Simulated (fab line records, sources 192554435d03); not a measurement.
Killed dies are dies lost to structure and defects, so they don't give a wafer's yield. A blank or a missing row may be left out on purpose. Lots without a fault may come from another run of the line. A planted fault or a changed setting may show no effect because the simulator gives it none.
One fault seen from 3 desks | flow n5_finfet | each desk has only its own numbers; what lay behind them comes last

THE METROLOGY DESK
What the gauges read, lot by lot, whatever tool the lot ran on: means of the sampled wafers that have a number. A lot is out of limits, marked OUT, if its mean lies more than 4 standard deviations from the usual mean; the brackets give that distance.
Columns: A = cd_nm at N5_PASSIVATION_CD_MEAS_10, usual 2998.5 nm; B = TV_OVL at N5_PASSIVATION_OVL_MEAS_60, usual 1 nm
lot  | first seen here | A      | B
L900 | day 13 05:05    | 3001.1 | 11
L902 | day 13 07:53    | 3000.5 | -1
L908 | day 16 05:21    | 2999.7 | 3
L910 | day 16 08:17    | 3001.1 | -1
L914 | day 16 14:03    | 3001.9 | 2
L915 | day 17 06:38    | 3000.8 | -3
L918 | day 17 20:40    | 2994.3 | 5
This desk's finding: nothing out of limits on any of the 7 lots.

THE DEFECT DESK
What the inspections along the route counted, lot by lot: means of the sampled wafers that have a number. A lot is out of limits, marked OUT, if its mean lies more than 4 standard deviations from the usual mean; the brackets give that distance.
Columns: A = raw_defect_count at N5_PASSIVATION_INSPECT_61, usual 2.0
lot  | first seen here | A
L900 | day 13 05:08    | 3.0
L902 | day 13 07:56    | 1.7
L908 | day 16 05:25    | 2.7
L910 | day 16 08:20    | 1.3
L914 | day 16 14:06    | 2.0
L915 | day 17 06:42    | 1.0
L918 | day 17 20:43    | 2.3
This desk's finding: nothing out of limits on any of the 7 lots.

THE TOOL OWNER'S DESK: rie_diel-02
The tool's own readings at N5_PASSIVATION_ETCH_15 (etches SiCN in CF4/N2, target depth 75 nm, time 81.2 s): means of the sampled wafers that have a number, for each lot that ran on this tool. A lot is out of limits, marked OUT, if its mean lies more than 4 standard deviations from the usual mean; the brackets give that distance.
Columns: A = drypump_motor_current_A at N5_PASSIVATION_ETCH_15, usual 5.5 A; B = oes_product_au at N5_PASSIVATION_ETCH_15, usual 0.82 a.u.; C = rf_vpp_V at N5_PASSIVATION_ETCH_15, usual 382.2 V; D = showerhead_plenum_p_Torr at N5_PASSIVATION_ETCH_15, usual 2.20 Torr; E = throttle_valve_pct at N5_PASSIVATION_ETCH_15, usual 15.45 %
lot  | first seen here | A   | B    | C     | D    | E
L902 | day 13 08:22    | 5.8 | 0.80 | 383.0 | 2.21 | 15.46
L908 | day 16 06:03    | 5.4 | 0.85 | 382.8 | 2.21 | 15.43
L910 | day 16 08:46    | 5.9 | 0.94 | 381.6 | 2.16 | 15.20
L914 | day 16 14:35    | 5.4 | 0.85 | 382.6 | 2.21 | 15.43
This desk's finding: nothing out of limits on any of the 4 lots.

PUT TOGETHER
The metrology desk saw nothing out of limits.
The defect desk saw nothing out of limits.
The tool owner's desk saw nothing out of limits.

WHAT THE SIMULATOR HAD PUT IN
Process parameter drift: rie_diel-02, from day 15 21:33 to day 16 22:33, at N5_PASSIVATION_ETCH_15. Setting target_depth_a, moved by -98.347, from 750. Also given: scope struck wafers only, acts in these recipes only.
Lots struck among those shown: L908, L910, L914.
